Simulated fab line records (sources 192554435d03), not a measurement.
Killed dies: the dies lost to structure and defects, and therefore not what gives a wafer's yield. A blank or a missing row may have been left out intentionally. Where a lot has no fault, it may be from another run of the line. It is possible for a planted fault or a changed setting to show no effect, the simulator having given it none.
fab line records | flow n5Finfet
record: lots: 12 | wafers: 36 | lastDay: 16
route steps=1938 shown BEOL_M2@903 MIM_BOT@1833 MIM_TOP_LITHO@1848 PASSIVATION@1909
lots that met no fault: from a run of the same line without faults
startH: start of the lot's first displayed wafer, in hours after the record's first day | waitH: hours from the lot's prior step to this one | " the same as in the row above | L1.1+2: a row that stands for several wafers | - no value present, or no start provided | * or withheld: withheld | < > ~ a bound
route shown NAME@n: names a module that has steps shown in the file, with the first one's number in the route | usual: mean/standard deviation taken from wafers without a fault | same: alike in all rows | chamber/n: place in a boat | sites: per-site readings | _std_site: the standard deviation of these | _edge_site: outer sites' mean less inner sites' | radiusMm: for every site, how far away it sits from the centre of the wafer | mask NAME#n: copy n | behind: the last tool/chamber to shape the wafer | hold: cause of the lot's hold/its duration in hours/its outcome | device: whichever transistor did not switch (one of n, p or np) | end of line: the route-end tests of the same wafers | a step with no rows: only its recipe | killed: not the wafer's yield, but the dies lost to structure and defects at the first sort | map: per-die view of a wafer (x killed, . not killed, _ where there is no die)
set.NAME: the setting that was run; set.NAME@STEP: the one run at that earlier step | model.NAME: the simulator's own value behind a step, which no gauge read
one table for each step of the route and one row for each wafer, over a sample of lots
services: the hour from which a tool's chamber was out of use, counted from the record's first day as startH (under 0 if before that day), plus the number of hours and why
== steps ==
step: N5_BEOL_M2_CVD_47
recipe: material: Co | targetThkA: 30 | tempC: withheld | precursor: CCTBA/H2 | pressureTorr: 30 | timeS: 223.8
usual: chamberPressureTorr: 30.00/0.07
lot.wafer | tool     | chamber | startH | waitH | chamberPressureTorr
L757.3    | cvdCo-02 | 2       | 141.75 | 0.2   | 29.93
L757.4    | "        | 0       | "      | "     | 30.10
L757.5    | "        | 2       | "      | "     | 29.94
L758.1    | cvdCo-02 | 1       | 145.22 | 0.1   | 29.97
L758.3    | "        | 0       | "      | "     | 30.09
L758.6    | "        | 0       | "      | "     | 29.91
L761.1    | cvdCo-01 | 2       | 170.46 | 0.3   | 29.99
L761.4    | "        | 0       | "      | "     | 30.02
L761.5    | "        | 2       | "      | "     | 30.10
L764.1    | cvdCo-01 | 1       | 187.11 | 0.3   | 30.01
L764.2    | "        | 0       | "      | "     | 29.93
L764.5    | "        | 2       | "      | "     | 29.96
L766.4    | cvdCo-02 | 1       | 202.93 | 0.1   | 30.13
L766.5    | "        | 0       | "      | "     | 29.95
L766.6    | "        | 2       | "      | "     | 29.88
L767.2    | cvdCo-02 | 1       | 210.84 | 0.1   | 29.95
L767.4    | "        | 0       | "      | "     | 29.84
L767.5    | "        | 1       | "      | "     | 30.02
L768.2    | cvdCo-02 | 1       | 213.84 | 0.1   | 29.98
L768.4    | "        | 0       | "      | "     | 29.99
L768.6    | "        | 2       | "      | "     | 30.02
L769.1    | cvdCo-02 | 1       | 218.57 | 0.0   | 30.01
L769.2    | "        | 2       | "      | "     | 30.03
L769.3    | "        | 0       | "      | "     | 30.04
L770.1    | cvdCo-02 | 2       | 221.18 | 0.0   | 30.01
L770.2    | "        | 1       | "      | "     | 29.99
L770.6    | "        | 0       | "      | "     | 30.05
L771.1    | cvdCo-02 | 2       | 224.21 | 0.1   | 29.95
L771.4    | "        | 2       | "      | "     | 29.94
L771.6    | "        | 1       | "      | "     | 30.05
L773.3    | cvdCo-02 | 2       | 238.39 | 0.1   | 29.94
L773.4    | "        | 2       | "      | "     | 29.98
L773.5    | "        | 0       | "      | "     | 30.09
L772.2    | cvdCo-02 | 0       | 240.31 | 0.0   | 30.08
L772.3    | "        | 1       | "      | "     | 30.05
L772.5    | "        | 2       | "      | "     | 30.13
step: N5_MIM_BOT_SPUTTER_00
recipe: material: TiN | targetThkA: 350 | tempC: 200 | powerW: 3000 | chamberPressurePa: 0.49996 | gas: Ar | reactivePartialPa: 0.37997 | timeS: 89.7
usual: cathodeDcPowerW: 3000.0/0.54 | throttleValvePct: 29.8/0.79
lot.wafer | tool          | chamber | startH | waitH | cathodeDcPowerW | throttleValvePct
L757.3    | pvdSputter-01 | -       | 261.40 | 0.0   | 3000.3          | 29.0
L757.4    | "             | -       | "      | "     | 3000.3          | 30.2
L757.5    | "             | -       | "      | "     | 2999.9          | 30.7
L758.1    | pvdSputter-01 | -       | 281.71 | 0.0   | 2999.7          | 30.6
L758.3    | "             | -       | "      | "     | 2999.5          | 29.2
L758.6    | "             | -       | "      | "     | 3000.2          | 30.5
L761.1    | pvdSputter-03 | -       | 293.09 | 0.0   | 2999.5          | 29.7
L761.4    | "             | -       | "      | "     | 3000.2          | 29.6
L761.5    | "             | -       | "      | "     | 3000.6          | 30.8
L764.1    | pvdSputter-03 | -       | 306.61 | 0.0   | 2999.4          | 29.7
L764.2    | "             | -       | "      | "     | 3000.0          | 30.3
L764.5    | "             | -       | "      | "     | 2999.4          | 30.3
L766.4    | pvdSputter-02 | -       | 323.94 | 0.0   | 2999.9          | 28.8
L766.5    | "             | -       | "      | "     | 2999.5          | 28.6
L766.6    | "             | -       | "      | "     | 2999.7          | 28.8
L767.2    | pvdSputter-02 | -       | 329.46 | 0.0   | 2999.7          | 28.9
L767.4    | "             | -       | "      | "     | 2999.3          | 28.8
L767.5    | "             | -       | "      | "     | 3000.1          | 28.8
L769.1    | pvdSputter-03 | -       | 336.40 | 0.0   | 3000.0          | 30.7
L769.2    | "             | -       | "      | "     | 3000.3          | 30.4
L769.3    | "             | -       | "      | "     | 2999.6          | 29.8
L768.2    | pvdSputter-03 | -       | 343.65 | 0.0   | 2999.6          | 29.8
L768.4    | "             | -       | "      | "     | 3000.5          | 29.8
L768.6    | "             | -       | "      | "     | 2999.9          | 30.0
L771.1    | pvdSputter-02 | -       | 344.00 | 0.0   | 3000.5          | 28.8
L771.4    | "             | -       | "      | "     | 2999.4          | 28.7
L771.6    | "             | -       | "      | "     | 3000.1          | 28.9
L770.1    | pvdSputter-03 | -       | 347.53 | 0.0   | 2999.7          | 30.7
L770.2    | "             | -       | "      | "     | 3000.8          | 30.0
L770.6    | "             | -       | "      | "     | 3001.1          | 29.8
L773.3    | pvdSputter-02 | -       | 361.41 | 0.0   | 3000.5          | 29.5
L773.4    | "             | -       | "      | "     | 3000.6          | 29.4
L773.5    | "             | -       | "      | "     | 3000.6          | 29.5
L772.2    | pvdSputter-01 | -       | 367.13 | 0.0   | 3000.4          | 31.4
L772.3    | "             | -       | "      | "     | 3000.1          | 30.6
L772.5    | "             | -       | "      | "     | 2999.6          | 31.7
step: N5_MIM_TOP_LITHO_OVL_MEAS_11
recipe: pointsPerWafer: 44
usual: MIM_TOP_OVL: -5/5.5
lot.wafer | tool       | chamber | startH | waitH | MIM_TOP_OVL[nm]
L757.3    | overlay-02 | 0       | 263.09 | 0.0   | -4
L757.4    | "          | 0       | "      | "     | -6
L757.5    | "          | 0       | "      | "     | -10
L758.1    | overlay-01 | 0       | 283.42 | 0.0   | 2
L758.3    | "          | 0       | "      | "     | -4
L758.6    | "          | 0       | "      | "     | -9
L761.1    | overlay-01 | 0       | 294.54 | 0.0   | -5
L761.4    | "          | 0       | "      | "     | -13
L761.5    | "          | 0       | "      | "     | -6
L764.1    | overlay-02 | 0       | 308.47 | 0.0   | -2
L764.2    | "          | 0       | "      | "     | -8
L764.5    | "          | 0       | "      | "     | 3
L766.4    | overlay-01 | 0       | 325.85 | 0.0   | 1
L766.5    | "          | 0       | "      | "     | -11
L766.6    | "          | 0       | "      | "     | -5
L767.2    | overlay-01 | 0       | 331.49 | 0.0   | -12
L767.4    | "          | 0       | "      | "     | -2
L767.5    | "          | 0       | "      | "     | -9
L769.1    | overlay-01 | 0       | 337.80 | 0.0   | -7
L769.2    | "          | 0       | "      | "     | -1
L769.3    | "          | 0       | "      | "     | -13
L768.2    | overlay-01 | 0       | 345.20 | 0.0   | -5
L768.4    | "          | 0       | "      | "     | -3
L768.6    | "          | 0       | "      | "     | 4
L771.1    | overlay-02 | 0       | 347.66 | 0.0   | -3
L771.4    | "          | 0       | "      | "     | 2
L771.6    | "          | 0       | "      | "     | 1
L770.1    | overlay-02 | 0       | 350.84 | 0.0   | -13
L770.2    | "          | 0       | "      | "     | -7
L770.6    | "          | 0       | "      | "     | -2
L773.3    | overlay-01 | 0       | 363.80 | 0.0   | -6
L773.4    | "          | 0       | "      | "     | 1
L773.5    | "          | 0       | "      | "     | -9
L772.2    | overlay-02 | 0       | 368.84 | 0.0   | -12
L772.3    | "          | 0       | "      | "     | -7
L772.5    | "          | 0       | "      | "     | -5
step: N5_PASSIVATION_AL_ETCH_33
recipe: chemistry: Cl2/BCl3 | targetDepthA: 28000 | overEtchFrac: 0.15 | Cl2_flow_sccm: 180 | bcl3FlowSccm: 60 | target: Al | stopOn: TaN | timeS: 466.7 | ionEnergyEv: 100 | pressureMtorr: 10 | icpW: 900 | biasW: 100
usual: drypumpMotorCurrentA: 5.81/0.27 | oesProductAu: 0.72/0.074 | throttleValvePct: 34.30/0.16
lot.wafer | tool        | chamber | startH | waitH | drypumpMotorCurrentA | oesProductAu | rfHoursCounterH | throttleValvePct
L757.3    | rieMetal-02 | 1       | 270.46 | 0.2   | 5.52                 | 0.65         | -               | 34.19
L757.4    | "           | 0       | "      | "     | 5.41                 | 0.76         | -               | 34.57
L757.5    | "           | 1       | "      | "     | 5.55                 | 0.65         | -               | 34.17
L758.1    | rieMetal-03 | 1       | 287.84 | 0.1   | 5.83                 | 0.83         | 3               | 34.54
L758.3    | "           | 0       | "      | "     | 5.98                 | 0.61         | -               | 34.06
L758.6    | "           | 0       | "      | "     | 5.99                 | 0.61         | -               | 34.04
L761.1    | rieMetal-01 | 1       | 300.19 | 0.1   | 6.35                 | 0.66         | 59              | 34.25
L761.4    | "           | 1       | "      | "     | 6.35                 | 0.66         | -               | 34.24
L761.5    | "           | 0       | "      | "     | 5.74                 | 0.81         | -               | 34.26
L764.1    | rieMetal-01 | 0       | 313.03 | 0.1   | 5.73                 | 0.79         | 18              | 34.30
L764.2    | "           | 0       | "      | "     | 5.74                 | 0.79         | -               | 34.27
L764.5    | "           | 0       | "      | "     | 5.73                 | 0.79         | -               | 34.24
L766.4    | rieMetal-01 | 0       | 331.21 | 0.5   | 5.75                 | 0.79         | -               | 34.26
L766.5    | "           | 0       | "      | "     | 5.74                 | 0.79         | -               | 34.23
L766.6    | "           | 0       | "      | "     | 5.76                 | 0.79         | -               | 34.22
L767.2    | rieMetal-01 | 0       | 338.43 | 0.2   | 5.73                 | 0.77         | -               | 34.28
L767.4    | "           | 0       | "      | "     | 5.72                 | 0.77         | -               | 34.27
L767.5    | "           | 0       | "      | "     | 5.71                 | 0.77         | -               | 34.25
L769.1    | rieMetal-01 | 0       | 344.07 | 0.1   | 5.73                 | 0.77         | 24              | 34.29
L769.2    | "           | 0       | "      | "     | 5.72                 | 0.77         | -               | 34.29
L769.3    | "           | 0       | "      | "     | 5.72                 | 0.77         | -               | 34.26
L768.2    | rieMetal-03 | 1       | 352.17 | 0.1   | 5.81                 | 0.80         | 9               | 34.50
L768.4    | "           | 1       | "      | "     | 5.79                 | 0.79         | -               | 34.48
L768.6    | "           | 1       | "      | "     | 5.81                 | 0.79         | -               | 34.51
L771.1    | rieMetal-02 | 0       | 352.32 | 0.1   | 5.39                 | 0.75         | 30              | 34.56
L771.4    | "           | 1       | "      | "     | 5.53                 | 0.64         | -               | 34.20
L771.6    | "           | 0       | "      | "     | 5.40                 | 0.75         | -               | 34.57
L770.1    | rieMetal-01 | 0       | 358.73 | 0.1   | 5.74                 | 0.77         | 26              | 34.26
L770.2    | "           | 1       | "      | "     | 6.37                 | 0.66         | 60              | 34.24
L770.6    | "           | 1       | "      | "     | 6.37                 | 0.65         | -               | 34.26
L773.3    | rieMetal-03 | 0       | 368.82 | 0.2   | 5.98                 | 0.60         | -               | 34.03
L773.4    | "           | 1       | "      | "     | 5.80                 | 0.80         | -               | 34.49
L773.5    | "           | 1       | "      | "     | 5.79                 | 0.80         | -               | 34.50
L772.2    | rieMetal-03 | 0       | 373.03 | 0.1   | 6.00                 | 0.59         | 95              | 34.07
L772.3    | "           | 0       | "      | "     | 6.00                 | 0.60         | -               | 34.08
L772.5    | "           | 0       | "      | "     | 5.99                 | 0.60         | -               | 34.05
step: N5_PASSIVATION_PROBE_49
usual: defectLimitedYield: 91.7/1.5 | killed_at_M0_to_M3: 30/8.6 | killed_at_M4_up: 12/4.5 | killedAtContacts: 13/5.8 | killedAtFrontEnd: 38/11 | killedAtOther: 4/3 | killedDies: 97/17 | killedOnRim: 13/3.6 | killedOpen: 63/12 | killedShort: 32/8.8 | sort_bin_5_function: 4.8/0.91 | sort_bin_6_memory: 3.1/0.68 | sortNPass: 1083/17 | sortYieldPct: 91.7/1.5
same: grossDies: 1180 | killedAtBackSide: 0 | sort_bin_4_leakage[%]: 0 | sort_bin_8_speed[%]: 0
lot.wafer | tool      | chamber | startH | waitH | defectLimitedYield[%] | killed_at_M0_to_M3 | killed_at_M4_up | killedAtContacts | killedAtFrontEnd | killedAtOther | killedDies | killedOnRim | killedOpen | killedShort | sort_bin_5_function[%] | sort_bin_6_memory[%] | sortNPass | sortYieldPct[%]
L771.1    | prober-01 | -       | 357.49 | 0.0   | 83.2                  | 127                | 8               | 15               | 44               | 4             | 198        | 38          | 68         | 47          | 10.0                   | 4.2                  | 982       | 83.2
L771.4    | prober-01 | -       | 357.64 | 0.2   | 85.3                  | 99                 | 23              | 10               | 39               | 2             | 173        | 32          | 53         | 41          | 9.5                    | 2.9                  | 1007      | 85.3
L771.6    | prober-01 | -       | 357.74 | 0.3   | 79.1                  | 169                | 16              | 19               | 37               | 6             | 247        | 18          | 74         | 30          | 13.5                   | 3.8                  | 933       | 79.1
L773.3    | prober-01 | -       | 373.49 | 0.1   | 86.4                  | 93                 | 10              | 13               | 41               | 3             | 160        | 31          | 58         | 26          | 7.9                    | 3.1                  | 1020      | 86.4
L773.4    | prober-01 | -       | 373.54 | 0.2   | 87.4                  | 100                | 15              | 8                | 23               | 3             | 149        | 31          | 57         | 12          | 6.7                    | 3.2                  | 1031      | 87.4
L773.5    | prober-01 | -       | 373.59 | 0.2   | 84.8                  | 119                | 21              | 13               | 23               | 3             | 179        | 31          | 52         | 26          | 7.8                    | 4.2                  | 1001      | 84.8
L772.2    | prober-01 | -       | 378.05 | 0.1   | 83.1                  | 134                | 5               | 17               | 39               | 5             | 200        | 27          | 67         | 31          | 9.8                    | 4.2                  | 980       | 83.1
L772.3    | prober-01 | -       | 378.10 | 0.1   | 80.0                  | 191                | 6               | 11               | 22               | 6             | 236        | 13          | 47         | 33          | 12.2                   | 4.7                  | 944       | 80.0
L772.5    | prober-01 | -       | 378.20 | 0.2   | 84.8                  | 97                 | 21              | 18               | 36               | 7             | 179        | 34          | 69         | 32          | 9.3                    | 3.6                  | 1001      | 84.8
killed by level:class
L771.1 BEOL_M2:unspecified=83 BEOL_M0_SAQP:geometricParticle:open=16 FIN_SAQP:geometricParticle:short=14 STI_FIN_REVEAL:geometricParticle:open=11 MOL_CONTACT_COAG:geometricParticle:open=8 BEOL_M0_SAQP:geometricParticle:short=7 MOL_CONTACT_COAG:geometricParticle:short=7 FIN_SAQP:geometricParticle:open=5
L771.4 BEOL_M2:unspecified=78 FIN_SAQP:geometricParticle:short=16 MOL_CONTACT_COAG:geometricParticle:open=9 FIN_SAQP:geometricParticle:open=9 BEOL_M4:geometricParticle:short=8 BEOL_M2:geometricParticle:open=6 BEOL_M4:geometricParticle:open=6 BEOL_M3:geometricParticle:open=4
L771.6 BEOL_M2:unspecified=143 FIN_SAQP:geometricParticle:open=22 MOL_CONTACT_COAG:geometricParticle:open=15 BEOL_M1:geometricParticle:open=7 FIN_SAQP:geometricParticle:short=6 BEOL_M4:geometricParticle:short=6 MOL_CONTACT_COAG:geometricParticle:short=4 BEOL_M0_SAQP:geometricParticle:open=4
L773.3 BEOL_M2:unspecified=76 MOL_CONTACT_COAG:geometricParticle:open=12 FIN_SAQP:geometricParticle:open=10 FIN_SAQP:geometricParticle:short=9 STI_FIN_REVEAL:geometricParticle:open=4 DUMMY_GATE:geometricParticle:open=4 STARTING-WAFER:geometricParticle:open=4 BEOL_M4:geometricParticle:open=4
L773.4 BEOL_M2:unspecified=80 STI_FIN_REVEAL:geometricParticle:open=14 BEOL_M3:geometricParticle:open=7 MOL_CONTACT_COAG:geometricParticle:open=6 FIN_SAQP:geometricParticle:open=5 BEOL_M0_SAQP:geometricParticle:short=4 BEOL_M1:geometricParticle:open=4 BEOL_M4:geometricParticle:open=4
L773.5 BEOL_M2:unspecified=101 BEOL_M4:geometricParticle:open=12 MOL_CONTACT_COAG:geometricParticle:open=10 STI_FIN_REVEAL:geometricParticle:open=6 BEOL_M0_SAQP:geometricParticle:short=6 FIN_SAQP:geometricParticle:open=4 FIN_SAQP:geometricParticle:short=3 MOL_CONTACT_COAG:geometricParticle:short=3
L772.2 BEOL_M2:unspecified=99 STI_FIN_REVEAL:geometricParticle:open=16 MOL_CONTACT_COAG:geometricParticle:open=14 BEOL_M1:geometricParticle:open=7 DUMMY_GATE:geometricParticle:open=6 BEOL_M0_SAQP:geometricParticle:short=5 FIN_SAQP:geometricParticle:short=4 BEOL_M3:geometricParticle:open=4
L772.3 BEOL_M2:unspecified=156 MOL_CONTACT_COAG:geometricParticle:open=11 BEOL_M0_SAQP:geometricParticle:open=9 BEOL_M0_SAQP:geometricParticle:short=8 FIN_SAQP:geometricParticle:short=6 BEOL_M2:geometricParticle:open=6 DUMMY_GATE:geometricParticle:open=4 STARTING-WAFER:geometricParticle:short=4
L772.5 BEOL_M2:unspecified=75 MOL_CONTACT_COAG:geometricParticle:open=14 BEOL_M4:geometricParticle:open=7 STI_FIN_REVEAL:geometricParticle:open=6 DUMMY_GATE:geometricParticle:short=6 STARTING-WAFER:geometricParticle:open=6 BEOL_M0_SAQP:geometricParticle:short=5 FIN_SAQP:geometricParticle:open=4
== services ==
tool          | chamber | startH | hours | kind
rieMetal-02   | 0       | 119.16 | 12.5  | repair
cvdCo-02      | 1       | 122.41 | -     | clean
cvdCo-02      | 1       | 122.41 | 22.0  | scheduledDown
cvdCo-02      | 1       | 122.41 | 22.0  | ventCycle
rieMetal-01   | 0       | 130.19 | -     | clean
rieMetal-01   | 0       | 130.19 | 24.5  | scheduledDown
rieMetal-01   | 0       | 130.19 | 24.5  | ventCycle
cvdCo-01      | -       | 228.17 | 6.0   | pm
rieMetal-03   | 1       | 230.89 | -     | clean
rieMetal-03   | 1       | 230.89 | 21.3  | scheduledDown
rieMetal-03   | 1       | 230.89 | 21.3  | ventCycle
rieMetal-01   | 1       | 302.94 | 43.3  | repair
cvdCo-02      | -       | 325.19 | 0.4   | repair
cvdCo-01      | 1       | 333.33 | -     | clean
cvdCo-01      | 1       | 333.33 | 22.0  | scheduledDown
cvdCo-01      | 1       | 333.33 | 22.0  | ventCycle
cvdCo-01      | -       | 348.98 | 14.6  | pm
pvdSputter-01 | -       | 352.67 | 1.6   | repair
== key ==
firstSign: step: N5_PASSIVATION_PROBE_49 | reading: killed_at_M0_to_M3 | direction: up | sigmas: 11 | usual: 30 | struck: 125
effect: step: N5_PASSIVATION_PROBE_49 | reading: killedDies | direction: up | sigmas: 5.4 | usual: 97 | struck: 191
moreKillsBornAt: N5_BEOL_M2_CVD_47@cvdCo-02: 891
metAt N5_BEOL_M2_CVD_47
struckLots L771,L772,L773
notActingAt N5_MIM_BOT_SPUTTER_00,N5_MIM_TOP_LITHO_OVL_MEAS_11,N5_PASSIVATION_AL_ETCH_33
onsetBetween 221.18 224.21
fault: kind: chamberParticleSource | tool: cvdCo-02 | chamber: - | onsetH: 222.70 | steps: N5_BEOL_M2_CVD_47 | ratePerVisitCm2: 1.6387 | endH: 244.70
